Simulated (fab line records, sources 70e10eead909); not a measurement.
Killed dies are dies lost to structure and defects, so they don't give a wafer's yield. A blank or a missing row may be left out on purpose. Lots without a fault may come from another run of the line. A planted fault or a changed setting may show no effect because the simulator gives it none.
Problem report in the 8D (eight disciplines) form, filled by code | flow nand_harc | the parts of the form that need people (team, actions taken, sign-off) are left out

1. THE PROBLEM
killed_at_array at NHARC_END_SORT_01 reads a mean of 564 on 2 wafers of 1 lot; wafers without a fault read 65 with a standard deviation of 19. That is +26 standard deviations from the usual mean.
First seen on wafer L856.2, day 29 04:53, on prober-02. The record holds 3 wafers of 1 lot with a number at this step. Rule for "out", or "out of limits": more than 4 standard deviations from the usual mean. The other wafers with a number count as sound.

2. WHAT IT IS AND WHAT IT IS NOT
question                    | is                           | is not
which readings at this step | killed_at_array, killed_dies | killed_at_other, killed_at_periphery, killed_open
which lots                  | L856                         | -
which wafers of those lots  | L856.2, L856.6               | L856.1
read on which gauges        | prober-02                    | -
when                        | from day 29 04:53            | up to then (1 sound wafer)

3. SUSPECTS, AND WHAT RULES EACH OUT
Counting: a tool at a process step up to the reading stays a suspect if it ran every lot that is out. Sound lots after the first of them don't rule it out here, since some wafers of a struck lot are sound.
- the gauge at NHARC_END_SORT_01: ruled out. All the wafers that are out were read on prober-02, but those of them that NHARC_A_CHANNEL_HOLE_D1_ETCH_34 has rows for are out there too, on other tools.
- rie_diel-08 at NHARC_A_CHANNEL_HOLE_D1_ETCH_39 (etches the open film in N2/H2, target depth 260 nm, time 325 s): kept. It ran the lot that is out, L856 (day 12 23:22). NHARC_A_CHANNEL_HOLE_D1_ETCH_39 gives no start for some lots, so the hours and the order of its lots are those of NHARC_A_CHANNEL_HOLE_D1_ETCH_34.
- rie_diel-08 at NHARC_A_CHANNEL_HOLE_D1_ETCH_34 (etches the open film in CF4/CHF3, target depth 154 nm, time 77 s): kept. It ran the lot that is out, L856 (day 12 23:22). Its own readings are out on those wafers: run_length_s.
- har_etch-01 at NHARC_A_CHANNEL_HOLE_D1_ETCH_33 (etches the open film in C4F8/O2/Ar, time 90 s, target depth 400 nm): kept. It ran the lot that is out, L856 (day 13 04:07).
- rie_diel-08 at NHARC_A_CHANNEL_HOLE_D1_ETCH_44 (etches the open film in CF4/O2, target depth 140 nm, overetch 14 nm, time 77 s): kept. It ran the lot that is out, L856 (day 13 04:53).
- Within rie_diel-08 at NHARC_A_CHANNEL_HOLE_D1_ETCH_39: the wafers that are out ran in chamber 0; their sound lot-mates ran in chamber 2.
- Within rie_diel-08 at NHARC_A_CHANNEL_HOLE_D1_ETCH_34: the wafers that are out ran in chamber 0; their sound lot-mates ran in chamber 2.
- Within har_etch-01 at NHARC_A_CHANNEL_HOLE_D1_ETCH_33: the wafers that are out ran in chamber 0; their sound lot-mates ran in chamber 1.
- Within rie_diel-08 at NHARC_A_CHANNEL_HOLE_D1_ETCH_44: the wafers that are out ran in chambers 1, 2; their sound lot-mates ran in chamber 3.
Left after counting: rie_diel-08 at NHARC_A_CHANNEL_HOLE_D1_ETCH_39, rie_diel-08 at NHARC_A_CHANNEL_HOLE_D1_ETCH_34, har_etch-01 at NHARC_A_CHANNEL_HOLE_D1_ETCH_33, rie_diel-08 at NHARC_A_CHANNEL_HOLE_D1_ETCH_44.

4. THE CAUSE (what the simulator had put in)
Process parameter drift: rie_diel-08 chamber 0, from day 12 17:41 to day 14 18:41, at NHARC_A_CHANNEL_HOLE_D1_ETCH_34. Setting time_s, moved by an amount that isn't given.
Counting left 4 suspects, and this tool is among them.

5. THE CHAIN OF EFFECTS, in route order
Each row: a reading whose mean over the struck wafers that have a number lies more than 3 standard deviations from the usual. Only readings for which the record gives a usual standard deviation are gone through. hours: the time from each lot's start at the first step in this table that gives one to its start at this step, as a median over the lots. sigmas: the change in usual standard deviations.
hours | step                            | reading         | usual  | on struck wafers | change | sigmas
0     | NHARC_A_CHANNEL_HOLE_D1_ETCH_34 | run_length_s    | 98.1 s | 88.4             | -9.7   | -24
390   | NHARC_END_SORT_01               | killed_at_array | 65     | 564              | +500   | +26
390   | NHARC_END_SORT_01               | killed_dies     | 69     | 567              | +498   | +26
The process steps in it:
- NHARC_A_CHANNEL_HOLE_D1_ETCH_34: etches the open film in CF4/CHF3, target depth 154 nm, time 77 s.
Readings that are blank on the struck wafers while sound wafers have them: rf_fwd_power_W at NHARC_A_CHANNEL_HOLE_D1_ETCH_34.

6. WHAT WOULD HAVE CAUGHT IT SOONER
In this record the first reading out of limits at a measuring or inspecting step was taken at day 29 04:53, 395 hours after the fault began at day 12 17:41.
The tool's own readings at NHARC_A_CHANNEL_HOLE_D1_ETCH_34 were out on every struck wafer that the step has a row for (run_length_s): an alarm limit on them would have fired on the first of those.
All the lots that are out (1) had begun NHARC_A_CHANNEL_HOLE_D1_ETCH_34 on rie_diel-08 by day 29 04:53. A hold on the tool at that time would have spared none of them.
